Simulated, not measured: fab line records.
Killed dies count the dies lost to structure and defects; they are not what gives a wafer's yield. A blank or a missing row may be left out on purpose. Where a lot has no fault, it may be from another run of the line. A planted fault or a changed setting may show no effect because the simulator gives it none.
fab line records	flow nand_harc
record lots=11	wafers=33	last_day=24
route steps=1159 shown A_CONTACT@956 A_BLC@980 A_M0@1001 END@1159
lots with no fault: from the same line, run without faults
start_h: hours from the record's first day to the start of the lot's first wafer shown	wait_h: hours since the lot's step before	" the same as in the row above	L1.1+2: a row that stands for several wafers	- either no value or no given start	* or withheld: withheld	< > ~ a bound
route shown NAME@n: names a module that has steps shown in the file, with the first one's number in the route	usual: the fault-free wafers' mean and standard deviation	same: alike in all rows	chamber/n: place in a boat	sites: readings site by site	_std_site: the values' standard deviation	_edge_site: inner sites' mean taken away from outer sites' mean	radius_mm: for every site, how far away it sits from the centre of the wafer	mask NAME#n: copy n	behind: the tool/chamber that last shaped the wafer	hold: what put the lot on hold/how long, in hours/how the hold closed	device: names the non-switching transistor (n, p or np)	end of line: tests of these same wafers at the route's end	a step without rows: its recipe alone	killed: the dies lost at the first sort to structure and to defects; this is not the yield of the wafer	map: a wafer's dies, x killed, . not, _ none there
set.NAME: the setting as run; set.NAME@STEP: as run at that earlier step	model.NAME: the simulator's own value behind a step, which no gauge read
the route's steps for a sample of lots (tables are steps, rows are wafers)
services: a tool's chamber out of use, with start hour (start_h, from the record's first day; less than 0 if before it), hours out, and reason
## steps
# step NHARC_A_CONTACT_STRIP_26
# recipe o2_flow_sccm=500	ar_flow_sccm=0	bias_w=0	chemistry=O2
# usual drypump_motor_current_A=5.9/0.42	oes_product_au=1.000/0.016	rf_vpp_V=57.9/0.86	showerhead_plenum_p_Torr=3.55/0.13	throttle_valve_pct=17.037/0.0086
lot.wafer	tool	chamber	start_h	wait_h	drypump_motor_current_A	oes_product_au	rf_hours_counter_h	rf_vpp_V	showerhead_plenum_p_Torr	throttle_valve_pct
L337.1	rie_diel-07	1	-	-	6.2	1.001	26	58.3	3.46	17.039
L337.3	"	3	"	"	6.0	0.971	28	58.0	3.55	17.018
L337.6	"	2	"	"	5.5	0.997	-	57.3	3.33	17.028
L338.2	rie_diel-10	3	-	-	5.0	0.991	10	57.9	3.76	17.042
L338.3	"	0	"	"	6.0	1.001	11	58.4	3.47	17.042
L338.5	"	2	"	"	6.6	0.995	-	59.6	3.76	17.033
L339.4	rie_diel-07	2	-	-	5.6	0.994	30	56.6	3.33	17.044
L339.2	"	0	"	"	6.3	0.980	29	57.9	3.66	17.023
L339.6	"	3	"	"	6.0	0.982	-	58.0	3.54	17.056
L342.4	rie_diel-10	2	-	-	6.6	0.984	19	57.4	3.76	17.035
L342.2	"	3	"	"	5.0	0.985	20	59.3	3.76	17.024
L342.3	"	0	"	"	6.1	1.019	20	57.6	3.46	17.051
L341.4	rie_diel-09	3	-	-	5.1	1.004	57	57.2	3.67	17.034
L341.2	"	0	"	"	5.9	0.978	56	57.6	3.58	17.031
L341.5	"	0	"	"	5.9	0.982	-	59.8	3.58	17.043
L347.4	rie_diel-09	2	-	-	5.8	0.979	0	58.3	3.74	17.044
L347.3	"	3	"	"	5.1	1.022	0	57.8	3.67	17.038
L347.6	"	1	"	"	5.8	0.969	-	57.9	3.53	17.031
L348.1	rie_diel-09	2	-	-	5.8	0.989	10	57.4	3.73	17.042
L348.2	"	3	"	"	5.1	1.024	9	58.2	3.67	17.038
L348.4	"	0	"	"	6.0	1.002	8	57.3	3.58	17.034
L349.3	rie_diel-07	1	-	-	6.2	1.013	12	57.3	3.45	17.034
L349.1	"	2	"	"	5.5	1.023	13	58.0	3.32	17.019
L349.6	"	2	"	"	5.5	1.019	-	58.4	3.32	17.043
L354.1	rie_diel-07	3	-	-	6.0	1.007	16	60.0	3.54	17.035
L354.3	"	0	"	"	6.4	0.990	13	59.6	3.65	17.037
L354.6	"	0	"	"	6.4	0.985	-	57.6	3.65	17.053
L351.2	rie_diel-10	1	-	-	5.8	1.003	42	57.4	3.53	17.029
L351.5	"	2	"	"	6.6	0.993	-	56.3	3.74	17.044
L351.4	"	1	"	"	5.8	1.004	-	57.1	3.53	17.045
L356.1	rie_diel-07	1	-	-	6.2	0.995	17	56.2	3.44	17.030
L356.5	"	2	"	"	5.5	1.023	-	56.9	3.32	17.041
L356.6	"	3	"	"	6.0	0.996	-	56.6	3.53	17.031
# step NHARC_A_BLC_ETCH_18
# recipe target_depth_a=9100	c4f8_flow_sccm=20	o2_flow_sccm=10	ar_flow_sccm=withheld	rf_w=600	bias_w=1500	chemistry=C4F8/O2/Ar
# usual oes_product_au=0.955/0.023	rf_vpp_V=976/5.1
lot.wafer	tool	chamber	start_h	wait_h	oes_product_au	rf_hours_counter_h	rf_vpp_V
L337.3	rie_diel-08	1	-	-	0.966	8	976
L337.1	"	3	"	"	0.976	9	973
L337.6	"	1	"	"	0.968	-	979
L338.3	rie_diel-08	1	-	-	0.936	9	977
L338.2	"	2	"	"	0.924	10	969
L338.5	"	0	"	"	0.924	-	984
L339.2	rie_diel-03	0	-	-	0.958	2	974
L339.6	"	0	"	"	0.962	-	974
L339.4	"	2	"	"	0.979	-	973
L342.3	rie_diel-08	0	-	-	0.980	12	984
L342.2	"	1	"	"	0.972	11	975
L342.4	"	3	"	"	0.984	11	973
L341.4	rie_diel-08	2	-	-	0.911	13	971
L341.2	"	1	"	"	0.939	12	975
L341.5	"	3	"	"	0.928	-	972
L347.4	rie_diel-03	0	-	-	0.917	5	974
L347.3	"	2	"	"	0.940	6	972
L347.6	"	3	"	"	0.903	-	980
L348.2	rie_diel-03	3	-	-	0.954	6	979
L348.1	"	0	"	"	0.987	7	973
L348.4	"	1	"	"	0.982	6	970
L349.3	rie_diel-08	0	-	-	0.960	19	984
L349.1	"	2	"	"	0.960	18	970
L349.6	"	2	"	"	0.968	-	970
L354.1	rie_diel-03	0	-	-	0.932	11	973
L354.3	"	3	"	"	0.922	10	979
L354.6	"	1	"	"	0.924	-	969
L351.2	rie_diel-01	0	-	-	0.955	1	981
L351.4	"	2	"	"	0.967	1	989
L351.5	"	0	"	"	0.952	-	981
L356.1	rie_diel-03	1	-	-	0.966	12	971
L356.6	"	1	"	"	0.959	-	970
L356.5	"	3	"	"	0.942	-	978
# step NHARC_A_BLC_CVD_24
# recipe target_thk_a=1500	temp_c=300	pressure_torr=40	wf6_flow_sccm=40	h2_flow_sccm=1600	ar_flow_sccm=1560	time_s=434	material=W
# usual heater_power_w=500/39	throttle_valve_pct=7.81/0.2
lot.wafer	tool	chamber	start_h	wait_h	heater_power_w	throttle_valve_pct
L337.1	cvd_w-01	0	-	-	534	7.65
L337.3	"	0	"	"	529	7.96
L337.6	"	1	"	"	433	7.76
L338.2	cvd_w-02	1	-	-	474	7.85
L338.3	"	0	"	"	514	8.10
L338.5	"	1	"	"	461	7.61
L339.2	cvd_w-01	1	-	-	438	7.80
L339.4	"	0	"	"	534	7.39
L339.6	"	1	"	"	435	7.94
L342.2	cvd_w-01	1	-	-	434	8.01
L342.3	"	0	"	"	532	7.43
L342.4	"	1	"	"	434	7.99
L341.2	cvd_w-01	1	-	-	449	7.84
L341.4	"	1	"	"	448	7.94
L341.5	"	1	"	"	447	7.90
L347.3	cvd_w-02	0	-	-	506	7.84
L347.4	"	1	"	"	494	8.15
L347.6	"	1	"	"	468	8.11
L348.2	cvd_w-02	0	-	-	517	8.15
L348.1	"	1	"	"	481	8.13
L348.4	"	1	"	"	483	8.00
L349.1	cvd_w-01	1	-	-	465	7.44
L349.3	"	0	"	"	545	7.71
L349.6	"	1	"	"	479	7.43
L354.1	cvd_w-01	1	-	-	472	7.55
L354.3	"	0	"	"	547	7.78
L354.6	"	0	"	"	551	7.46
L351.2	cvd_w-02	0	-	-	502	7.93
L351.4	"	0	"	"	513	7.89
L351.5	"	1	"	"	480	8.09
L356.1	cvd_w-01	1	-	-	469	7.80
L356.6	"	1	"	"	470	7.70
L356.5	"	0	"	"	555	7.93
# step NHARC_A_M0_EXPOSE_06
# recipe na=1.35	target_cd_nm=80	dose_mj=83.25	mask_id=A_M0
# usual exposure_dose_mJ_cm2=83.25/0.068
lot.wafer	tool	chamber	start_h	wait_h	mask	exposure_dose_mJ_cm2
L337.1	arfi_scanner-01	0	408.45	-	A_M0#0	83.33
L337.3	"	0	"	"	A_M0#0	83.28
L337.6	"	0	"	"	A_M0#0	83.16
L338.2	arfi_scanner-01	0	411.21	-	A_M0#0	83.32
L338.3	"	0	"	"	A_M0#0	83.19
L338.5	"	0	"	"	A_M0#0	83.29
L339.2	arfi_scanner-02	0	414.88	-	A_M0#0	83.28
L339.4	"	0	"	"	A_M0#0	83.31
L339.6	"	0	"	"	A_M0#0	83.17
L342.2	arfi_scanner-02	0	433.00	-	A_M0#0	83.24
L342.3	"	0	"	"	A_M0#0	83.28
L342.4	"	0	"	"	A_M0#0	83.27
L341.2	arfi_scanner-01	0	436.47	-	A_M0#0	83.29
L341.4	"	0	"	"	A_M0#0	83.28
L341.5	"	0	"	"	A_M0#0	83.19
L347.3	arfi_scanner-01	0	460.43	-	A_M0#0	83.25
L347.4	"	0	"	"	A_M0#0	83.27
L347.6	"	0	"	"	A_M0#0	83.18
L348.1	arfi_scanner-02	0	475.16	-	A_M0#0	83.29
L348.2	"	0	"	"	A_M0#0	83.31
L348.4	"	0	"	"	A_M0#0	83.12
L349.1	arfi_scanner-02	0	494.35	-	A_M0#0	83.09
L349.3	"	0	"	"	A_M0#0	83.22
L349.6	"	0	"	"	A_M0#0	83.24
L354.1	arfi_scanner-03	0	512.95	-	A_M0#0	83.26
L354.3	"	0	"	"	A_M0#0	83.23
L354.6	"	0	"	"	A_M0#0	83.18
L351.2	arfi_scanner-02	0	513.11	-	A_M0#0	76.29
L351.4	"	0	"	"	A_M0#0	76.37
L351.5	"	0	"	"	A_M0#0	76.33
L356.1	arfi_scanner-02	0	521.18	-	A_M0#0	77.68
L356.5	"	0	"	"	A_M0#0	77.67
L356.6	"	0	"	"	A_M0#0	77.71
# step NHARC_A_M0_CD_MEAS_09
# recipe target_cd_nm=80	landing_energy_ev=500
# usual cd_nm=80.0/0.7
# same landing_energy_ev=500
lot.wafer	tool	chamber	start_h	wait_h	cd_nm
L337.1	cd_sem-03	0	408.59	-	80.1
L337.3	"	0	"	"	79.7
L337.6	"	0	"	"	81.0
L338.2	cd_sem-03	0	411.35	-	78.5
L338.3	"	0	"	"	79.6
L338.5	"	0	"	"	78.9
L339.2	cd_sem-02	0	415.02	-	80.8
L339.4	"	0	"	"	79.3
L339.6	"	0	"	"	80.2
L342.2	cd_sem-01	0	433.15	-	78.6
L342.3	"	0	"	"	80.9
L342.4	"	0	"	"	80.1
L341.2	cd_sem-01	0	436.61	-	80.2
L341.4	"	0	"	"	81.0
L341.5	"	0	"	"	80.5
L347.3	cd_sem-01	0	460.56	-	81.5
L347.4	"	0	"	"	80.3
L347.6	"	0	"	"	81.0
L348.1	cd_sem-01	0	475.30	-	80.3
L348.2	"	0	"	"	79.3
L348.4	"	0	"	"	80.6
L349.1	cd_sem-02	0	494.49	-	80.4
L349.3	"	0	"	"	79.5
L349.6	"	0	"	"	80.3
L354.1	cd_sem-01	0	513.09	-	79.0
L354.3	"	0	"	"	79.3
L354.6	"	0	"	"	79.7
L351.2	cd_sem-01	0	513.25	-	73.0
L351.4	"	0	"	"	75.4
L351.5	"	0	"	"	73.7
L356.1	cd_sem-03	0	521.32	-	76.8
L356.5	"	0	"	"	75.8
L356.6	"	0	"	"	75.9
# step NHARC_END_SORT_01
# recipe temp_c=25
# usual defect_limited_yield=95.0/1.6	killed_at_array=30/10	killed_at_other=0.5/0.82	killed_at_periphery=2.9/2	killed_dies=34/11	killed_open=3.2/1.8	killed_short=2.0/1.4	sort_bin_2_pct=1.5/0.68	sort_bin_3_pct=0.28/0.21	sort_bin_4_pct=3.1/0.97	sort_n_pass=643/11	sort_rim_yield_pct=94.6/2.9	sort_yield_pct=95.0/1.6
# same gross_dies=677	sort_bin_5_pct[%]=0	sort_bin_6_pct[%]=0	sort_bin_7_pct[%]=0	sort_bin_8_pct[%]=0	sort_rim_n_gross=106.00
lot.wafer	tool	chamber	start_h	wait_h	defect_limited_yield[%]	killed_at_array	killed_at_other	killed_at_periphery	killed_dies	killed_open	killed_short	sort_bin_2_pct[%]	sort_bin_3_pct[%]	sort_bin_4_pct[%]	sort_n_pass	sort_rim_yield_pct[%]	sort_yield_pct[%]
L337.1	prober-01	0	450.54	2.5	95.0	32	0	2	34	1	2	1.6	0.44	3.0	643	95.3	95.0
L337.3	prober-01	0	452.17	3.1	95.1	31	0	2	33	2	4	1.2	0.30	3.4	644	96.2	95.1
L337.6	prober-01	0	454.61	4.1	95.3	29	0	3	32	2	5	1.5	0	3.2	645	90.6	95.3
L338.2	prober-01	0	459.27	2.8	96.0	26	0	1	27	4	2	1.5	0.15	2.4	650	96.2	96.0
L338.3	prober-01	0	460.06	3.1	96.3	22	2	1	25	1	1	0.7	0.30	2.7	652	99.1	96.3
L338.5	prober-01	0	461.64	3.7	96.2	24	1	1	26	4	2	1.5	0	2.4	651	96.2	96.2
L339.2	prober-02	0	466.84	2.8	97.9	14	0	0	14	6	0	1.0	0	1.0	663	98.1	97.9
L339.4	prober-02	0	468.42	3.4	97.0	18	0	2	20	4	1	0.9	0.30	1.8	657	94.3	97.0
L339.6	prober-02	0	470.01	4.0	98.4	10	0	1	11	4	1	0.4	0	1.2	666	100.0	98.4
L341.2	prober-01	0	474.89	2.8	95.3	29	0	3	32	4	1	1.3	0.59	2.8	645	99.1	95.3
L341.4	prober-01	0	476.48	3.4	95.3	30	0	2	32	2	3	1.0	0.30	3.4	645	94.3	95.3
L341.5	prober-01	0	477.28	3.7	96.9	18	0	3	21	1	0	0.7	0	2.4	656	98.1	96.9
L347.3	prober-01	0	504.13	3.1	96.9	18	1	2	21	2	1	1.2	0.15	1.8	656	98.1	96.9
L347.4	prober-01	0	504.92	3.4	96.8	19	0	3	22	1	2	1.5	0	1.8	655	99.1	96.8
L347.6	prober-01	0	506.51	4.0	96.2	25	0	1	26	1	2	1.0	0.15	2.7	651	90.6	96.2
L348.1	prober-01	0	515.96	2.5	94.4	34	1	3	38	6	4	2.7	0	3.0	639	93.4	94.4
L348.2	prober-01	0	516.73	2.8	94.8	31	0	4	35	4	2	2.4	0.30	2.5	642	88.7	94.8
L348.4	prober-01	0	518.28	3.3	94.7	28	0	8	36	5	1	2.1	0.15	3.1	641	94.3	94.7
L349.1	prober-01	0	536.54	2.5	97.3	15	1	2	18	1	1	0.9	0.15	1.6	659	94.3	97.3
L349.3	prober-01	0	538.13	3.1	97.0	16	0	4	20	5	2	1.0	0.30	1.6	657	97.2	97.0
L349.6	prober-01	0	540.51	4.0	96.5	17	1	6	24	3	3	0.7	0.30	2.5	653	95.3	96.5
L351.2	prober-01	0	559.39	2.8	93.4	40	1	4	45	8	1	2.4	0	4.3	632	90.6	93.4
L351.4	prober-01	0	560.96	3.3	94.5	36	0	1	37	2	3	1.9	0.30	3.2	640	94.3	94.5
L351.5	prober-01	0	561.75	3.6	94.5	35	0	2	37	2	4	1.0	0.44	4.0	640	97.2	94.5
L356.1	prober-01	0	566.36	2.5	92.0	49	0	5	54	6	4	2.8	0.74	4.4	623	90.6	92.0
L356.5	prober-01	0	569.54	3.7	91.3	50	0	9	59	4	1	2.5	0.44	5.8	618	90.6	91.3
L356.6	prober-01	0	570.33	4.0	93.4	43	0	2	45	3	1	2.1	0.59	4.0	632	89.6	93.4
L354.1	prober-02	0	567.52	2.5	93.6	37	0	6	43	5	3	1.9	0.44	4.0	634	86.8	93.6
L354.3	prober-02	0	569.11	3.1	94.1	36	0	4	40	2	2	1.8	0.30	3.8	637	94.3	94.1
L354.6	prober-02	0	571.51	4.0	93.6	40	1	2	43	6	2	1.6	1.03	3.7	634	93.4	93.6
# killed by level:class
L337.1 A_SLIT:chamber_film_flake=15 A_CHANNEL_HOLE_D1:chamber_film_flake=10 A_STAIRCASE:chamber_film_flake=4 A_CHANNEL_FILL_D1:geometric_particle:short=1 P_M1:geometric_particle:short=1 A_WL_FILL:geometric_particle:open=1 P_BONDPAD:chamber_film_flake=1 A_CONTACT:chamber_film_flake=1
L337.3 A_SLIT:chamber_film_flake=12 A_CHANNEL_HOLE_D1:chamber_film_flake=8 A_STAIRCASE:chamber_film_flake=3 A_CHANNEL_FILL_D1:geometric_particle:short=2 A_CONTACT:chamber_film_flake=2 P_M0:geometric_particle:short=1 A_WL_FILL:geometric_particle:short=1 A_BLC:geometric_particle:open=1
L337.6 A_SLIT:chamber_film_flake=13 A_CHANNEL_HOLE_D1:chamber_film_flake=10 A_ONON_D1:geometric_particle:short=3 P_CONTACT:geometric_particle:open=1 P_CONTACT:geometric_particle:short=1 A_WL_FILL:geometric_particle:short=1 A_CONTACT:geometric_particle:open=1 P_BONDPAD:chamber_film_flake=1
L338.2 A_SLIT:chamber_film_flake=13 A_M1:geometric_particle:open=3 A_CONTACT:chamber_film_flake=3 A_CHANNEL_FILL_D1:chamber_film_flake=2 A_STAIRCASE:chamber_film_flake=2 P_CONTACT:geometric_particle:short=1 A_CHANNEL_FILL_D1:geometric_particle:short=1 A_CONTACT:geometric_particle:open=1
L338.3 A_SLIT:chamber_film_flake=12 A_SGD_CUT:chamber_film_flake=3 A_CONTACT:chamber_film_flake=3 P_GATE:geometric_particle:short=1 A_CHANNEL_HOLE_D1:chamber_film_flake=1 STARTING-WAFER:geometric_particle:open=1 A_CHANNEL_FILL_D1:chamber_film_flake=1 A_STAIRCASE:chamber_film_flake=1
L338.5 A_SLIT:chamber_film_flake=10 A_CHANNEL_FILL_D1:geometric_particle:short=2 A_M0:geometric_particle:open=2 A_CHANNEL_HOLE_D1:chamber_film_flake=2 A_CONTACT:chamber_film_flake=2 A_CHANNEL_FILL_D1:geometric_particle:open=1 A_CONTACT:geometric_particle:open=1 P_STI:chamber_film_flake=1
L339.2 A_CHANNEL_HOLE_D1:chamber_film_flake=3 A_CHANNEL_FILL_D1:chamber_film_flake=3 A_CONTACT:geometric_particle:open=2 A_M1:geometric_particle:open=2 A_STAIRCASE:chamber_film_flake=2 A_ONON_D1:geometric_particle:open=1 A_M0:geometric_particle:open=1
L339.4 A_CHANNEL_HOLE_D1:chamber_film_flake=6 A_M0:geometric_particle:open=2 A_STAIRCASE:chamber_film_flake=2 A_SGD_CUT:geometric_particle:short=1 A_WL_FILL:geometric_particle:open=1 A_CONTACT:geometric_particle:open=1 P_ZERO_WELL:chamber_film_flake=1 P_M2:chamber_film_flake=1
L339.6 A_STAIRCASE:chamber_film_flake=3 A_CONTACT:geometric_particle:open=2 A_CHANNEL_HOLE_D1:chamber_film_flake=2 P_STI:geometric_particle:short=1 A_CHANNEL_HOLE_D1:geometric_particle:open=1 A_CHANNEL_FILL_D1:geometric_particle:open=1 A_SLIT:chamber_film_flake=1
L341.2 A_STAIRCASE:chamber_film_flake=11 A_CHANNEL_HOLE_D1:chamber_film_flake=8 A_CONTACT:chamber_film_flake=3 A_CHANNEL_FILL_D1:geometric_particle:open=2 A_CONTACT:geometric_particle:open=2 A_CHANNEL_FILL_D1:chamber_film_flake=2 A_ONON_D1:geometric_particle:short=1 P_ZERO_WELL:chamber_film_flake=1
L341.4 A_STAIRCASE:chamber_film_flake=9 A_CONTACT:chamber_film_flake=7 A_CHANNEL_FILL_D1:chamber_film_flake=3 A_SGD_CUT:chamber_film_flake=3 A_CONTACT:geometric_particle:open=2 P_M0:chamber_film_flake=2 A_CHANNEL_HOLE_D1:chamber_film_flake=2 A_ONON_D1:geometric_particle:short=1
L341.5 A_CHANNEL_HOLE_D1:chamber_film_flake=7 A_STAIRCASE:chamber_film_flake=5 A_CONTACT:chamber_film_flake=4 P_M0:chamber_film_flake=2 P_M0:geometric_particle:open=1 A_ZERO_WELL:chamber_film_flake=1 A_CHANNEL_FILL_D1:chamber_film_flake=1
L347.3 A_SLIT:chamber_film_flake=7 A_CHANNEL_HOLE_D1:chamber_film_flake=6 A_CONTACT:chamber_film_flake=2 A_WL_FILL:geometric_particle:open=1 STARTING-WAFER:geometric_particle:open=1 P_ZERO_WELL:chamber_film_flake=1 P_M1:chamber_film_flake=1 A_SGD_CUT:unspecified:short=1
L347.4 A_SLIT:chamber_film_flake=10 A_CHANNEL_HOLE_D1:chamber_film_flake=3 A_CONTACT:chamber_film_flake=3 P_M0:geometric_particle:short=1 P_M0:geometric_particle:open=1 A_M0:geometric_particle:short=1 P_GATE:chamber_film_flake=1 A_SGD_CUT:chamber_film_flake=1
L347.6 A_SLIT:chamber_film_flake=13 A_CHANNEL_HOLE_D1:chamber_film_flake=3 A_STAIRCASE:chamber_film_flake=3 A_CONTACT:chamber_film_flake=2 A_SOURCE_PLATE:geometric_particle:short=1 A_ONON_D1:geometric_particle:short=1 A_M0:geometric_particle:open=1 P_M1:chamber_film_flake=1
L348.1 A_CHANNEL_HOLE_D1:chamber_film_flake=19 A_CONTACT:chamber_film_flake=3 A_CHANNEL_FILL_D1:geometric_particle:short=2 A_CONTACT:geometric_particle:open=2 P_STI:geometric_particle:open=1 P_CONTACT:geometric_particle:open=1 A_SOURCE_PLATE:geometric_particle:short=1 A_ONON_D1:geometric_particle:open=1
L348.2 A_CHANNEL_HOLE_D1:chamber_film_flake=17 A_CONTACT:chamber_film_flake=5 P_M1:chamber_film_flake=2 A_CHANNEL_FILL_D1:chamber_film_flake=2 A_STAIRCASE:chamber_film_flake=2 P_GATE:geometric_particle:short=1 A_ONON_D1:geometric_particle:open=1 A_WL_FILL:geometric_particle:short=1
L348.4 A_CHANNEL_HOLE_D1:chamber_film_flake=17 A_CONTACT:chamber_film_flake=5 P_GATE:geometric_particle:open=2 P_GATE:chamber_film_flake=2 A_CHANNEL_FILL_D1:chamber_film_flake=2 A_STAIRCASE:chamber_film_flake=2 P_M0:geometric_particle:open=1 P_M1:geometric_particle:open=1
L349.1 A_CHANNEL_HOLE_D1:chamber_film_flake=5 A_ZERO_WELL:chamber_film_flake=3 A_STAIRCASE:chamber_film_flake=2 A_WL_FILL:chamber_film_flake=2 A_ONON_D1:geometric_particle:open=1 A_SGD_CUT:geometric_particle:short=1 P_GATE:chamber_film_flake=1 P_M1:chamber_film_flake=1
L349.3 A_CHANNEL_HOLE_D1:chamber_film_flake=4 A_STAIRCASE:chamber_film_flake=4 A_M0:geometric_particle:open=2 P_STI:geometric_particle:open=1 P_M0:geometric_particle:short=1 P_M0:geometric_particle:open=1 A_CHANNEL_HOLE_D1:geometric_particle:short=1 A_CONTACT:geometric_particle:open=1
L349.6 A_CHANNEL_HOLE_D1:chamber_film_flake=7 P_GATE:chamber_film_flake=3 A_STAIRCASE:chamber_film_flake=3 A_ZERO_WELL:chamber_film_flake=2 P_CONTACT:geometric_particle:open=1 P_CONTACT:geometric_particle:short=1 P_M1:geometric_particle:open=1 A_ONON_D1:geometric_particle:short=1
L351.2 A_SLIT:chamber_film_flake=15 A_STAIRCASE:chamber_film_flake=10 A_CHANNEL_HOLE_D1:chamber_film_flake=5 A_CONTACT:geometric_particle:open=3 P_M0:geometric_particle:open=2 A_CONTACT:chamber_film_flake=2 P_M1:geometric_particle:open=1 A_WL_FILL:geometric_particle:open=1
L351.4 A_SLIT:chamber_film_flake=15 A_STAIRCASE:chamber_film_flake=7 A_CHANNEL_HOLE_D1:chamber_film_flake=5 A_CHANNEL_FILL_D1:chamber_film_flake=2 A_CONTACT:chamber_film_flake=2 P_M0:geometric_particle:open=1 A_SOURCE_PLATE:geometric_particle:short=1 A_CHANNEL_FILL_D1:geometric_particle:short=1
L351.5 A_SLIT:chamber_film_flake=11 A_STAIRCASE:chamber_film_flake=11 A_CHANNEL_HOLE_D1:chamber_film_flake=4 A_CHANNEL_FILL_D1:chamber_film_flake=2 P_M0:geometric_particle:short=1 A_WL_FILL:geometric_particle:short=1 A_WL_FILL:geometric_particle:open=1 A_CONTACT:geometric_particle:open=1
L356.1 A_CHANNEL_HOLE_D1:chamber_film_flake=18 A_SLIT:chamber_film_flake=14 A_CONTACT:chamber_film_flake=4 A_ZERO_WELL:chamber_film_flake=3 A_STAIRCASE:chamber_film_flake=3 A_CONTACT:geometric_particle:open=2 P_M2:chamber_film_flake=2 P_CONTACT:geometric_particle:open=1
L354.1 A_CHANNEL_HOLE_D1:chamber_film_flake=15 A_SLIT:chamber_film_flake=11 A_STAIRCASE:chamber_film_flake=3 P_GATE:geometric_particle:open=2 A_CHANNEL_FILL_D1:geometric_particle:short=2 A_WL_FILL:geometric_particle:open=2 P_STI:chamber_film_flake=2 A_CONTACT:chamber_film_flake=2
L354.3 A_CHANNEL_HOLE_D1:chamber_film_flake=15 A_SLIT:chamber_film_flake=14 P_GATE:chamber_film_flake=2 A_STAIRCASE:chamber_film_flake=2 A_CONTACT:chamber_film_flake=2 P_CONTACT:geometric_particle:short=1 A_SOURCE_PLATE:geometric_particle:short=1 A_CHANNEL_FILL_D1:geometric_particle:open=1
L356.5 A_SLIT:chamber_film_flake=20 A_CHANNEL_HOLE_D1:chamber_film_flake=17 A_CONTACT:chamber_film_flake=6 P_M2:chamber_film_flake=5 A_ONON_D1:geometric_particle:open=2 P_STI:chamber_film_flake=2 P_M1:geometric_particle:open=1 A_CHANNEL_FILL_D1:geometric_particle:short=1
L356.6 A_CHANNEL_HOLE_D1:chamber_film_flake=21 A_SLIT:chamber_film_flake=14 A_CONTACT:chamber_film_flake=3 A_CONTACT:geometric_particle:open=2 A_WL_FILL:geometric_particle:open=1 A_CONTACT:geometric_particle:short=1 P_STI:chamber_film_flake=1 P_M2:chamber_film_flake=1
L354.6 A_CHANNEL_HOLE_D1:chamber_film_flake=15 A_SLIT:chamber_film_flake=15 A_CONTACT:chamber_film_flake=4 P_CONTACT:geometric_particle:open=2 A_CHANNEL_FILL_D1:geometric_particle:open=2 A_CONTACT:geometric_particle:open=2 A_ONON_D1:geometric_particle:short=1 A_M0:geometric_particle:short=1
## services
tool	chamber	start_h	hours	kind
arfi_scanner-01	-	368.00	4.0	pm
rie_diel-03	0	371.77	9.1	repair
arfi_scanner-02	-	372.64	1.8	repair
cvd_w-02	-	381.02	13.0	pm
rie_diel-03	-	392.30	9.0	pm
rie_diel-07	0	399.53	2.7	repair
rie_diel-08	3	403.36	9.2	repair
rie_diel-07	-	405.22	9.0	pm
rie_diel-03	3	405.50	7.8	repair
arfi_scanner-01	-	426.42	0.6	repair
arfi_scanner-02	-	428.00	4.0	pm
rie_diel-09	-	431.35	9.0	pm
rie_diel-07	1	431.74	1.5	repair
rie_diel-03	-	453.29	2.3	repair
rie_diel-10	3	460.06	4.1	repair
rie_diel-08	3	471.99	20.8	repair
rie_diel-03	2	474.60	5.8	repair
rie_diel-03	3	475.31	5.4	repair
rie_diel-10	3	479.12	10.5	repair
cvd_w-01	-	479.65	13.0	pm
arfi_scanner-01	-	479.93	9.9	repair
rie_diel-08	-	486.27	9.0	pm
rie_diel-03	0	504.98	25.0	repair
rie_diel-03	2	510.06	6.7	repair
## key
first_sign step=NHARC_A_M0_EXPOSE_06	reading=exposure_dose_mJ_cm2	direction=down	sigmas=92	usual=83.25	struck=77.01
effect step=NHARC_A_M0_CD_MEAS_09	reading=cd_nm	direction=down	sigmas=7	usual=80.0	struck=75.1	through=control_loop
met_at NHARC_A_M0_EXPOSE_06
struck_lots L351,L356
loop_trim step=NHARC_A_M0_EXPOSE_06	setting=dose	lots=L356
not_acting_at NHARC_A_CONTACT_STRIP_26,NHARC_A_BLC_ETCH_18,NHARC_A_BLC_CVD_24
onset_between 494.35 513.11
fault kind=process_parameter_drift	tool=arfi_scanner-02	chamber=-	onset_h=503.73	steps=NHARC_A_M0_EXPOSE_06	channel=dose_mj	offset=-6.857	shape=step	acts_in=these_recipes_only	stated=83.25
# loop_trim: a control loop set the setting to another value than it would have without faults
